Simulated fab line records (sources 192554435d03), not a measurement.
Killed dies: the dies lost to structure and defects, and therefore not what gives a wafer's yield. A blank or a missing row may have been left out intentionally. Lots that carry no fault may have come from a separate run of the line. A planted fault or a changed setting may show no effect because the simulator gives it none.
2 desks looking at one fault / flow n5 finfet / every desk sees just its own numbers, and what lay behind them comes last

== METROLOGY DESK ==
Lot by lot, what the gauges showed, no matter which tool ran the lot: averages of those sampled wafers that carry a number. A lot is out of limits, marked OUT, if its mean lies more than 4 standard deviations from the usual mean; the brackets give that distance. 7 of its 10 readings are shown, namely those furthest out on some lot.
Columns: A = IOFF_N at N5_BEOL_M4_RC_MEAS_101, usual 0.157 nA/um; B = IOFF_P at N5_BEOL_M4_RC_MEAS_101, usual 0.206 nA/um; C = ION_N at N5_BEOL_M4_RC_MEAS_101, usual 673 uA/um; D = ION_P at N5_BEOL_M4_RC_MEAS_101, usual 461 uA/um; E = SS_N at N5_BEOL_M4_RC_MEAS_101, usual 71.5 mV/dec; F = VT_N at N5_BEOL_M4_RC_MEAS_101, usual 249.9 mV; G = VT_P at N5_BEOL_M4_RC_MEAS_101, usual -250.6 mV
lot=L842; first seen here=day 8 00:16; A=0.130; B=0.174; C=668; D=455; E=71.2; F=253.0; G=-254.5
lot=L844; first seen here=day 8 10:10; A=0.152; B=0.209; C=662; D=457; E=72.0; F=252.5; G=-251.4
lot=L852; first seen here=day 9 23:08; A=0.140; B=0.185; C=664; D=457; E=71.8; F=251.4; G=-251.6
lot=L853; first seen here=day 10 18:02; A=0.156; B=0.205; C=673; D=465; E=71.8; F=249.3; G=-249.7
lot=L859; first seen here=day 12 04:20; A=0.153; B=0.192; C=666; D=456; E=71.2; F=248.8; G=-253.5
lot=L860; first seen here=day 12 07:06; A=0.170; B=0.243; C=683; D=472; E=72.3; F=247.6; G=-245.9
lot=L861; first seen here=day 12 17:07; A=0.134; B=0.168; C=666; D=452; E=71.0; F=252.1; G=-255.1
lot=L862; first seen here=day 12 23:17; A=0.150; B=0.212; C=676; D=468; E=71.4; F=249.6; G=-247.9
lot=L863; first seen here=day 13 01:10; A=0.143; B=0.208; C=675; D=468; E=71.2; F=250.0; G=-247.3
Result from this desk: across the 9 lots, nothing is out of limits.

== FOR THE TOOL OWNER'S DESK: ald metal-01 ==
The tool's own readings at N5_BEOL_M0_ALD_136 (deposits TaN, pulse time 2 s, purge time 3 s, co reactant purge time 2 s): means of the sampled wafers that have a number, for each lot that ran on this tool. A lot is out of limits, marked OUT, if its mean lies more than 4 standard deviations from the usual mean; the brackets give that distance.
Columns: A = heater power w at N5_BEOL_M0_ALD_136, usual 435 W
lot=L842; first seen here=day 5 18:22; A=436
lot=L852; first seen here=day 8 07:03; A=418
lot=L859; first seen here=day 10 05:23; A=416
lot=L860; first seen here=day 10 11:21; A=411
lot=L861; first seen here=day 10 18:22; A=414
Result from this desk: across the 5 lots, nothing is out of limits.

== ALL TOGETHER ==
From the metrology desk's view, nothing was out of limits.
The desk of the tool owner found nothing out of limits.

== WHAT THE SIMULATOR HAD PUT IN ==
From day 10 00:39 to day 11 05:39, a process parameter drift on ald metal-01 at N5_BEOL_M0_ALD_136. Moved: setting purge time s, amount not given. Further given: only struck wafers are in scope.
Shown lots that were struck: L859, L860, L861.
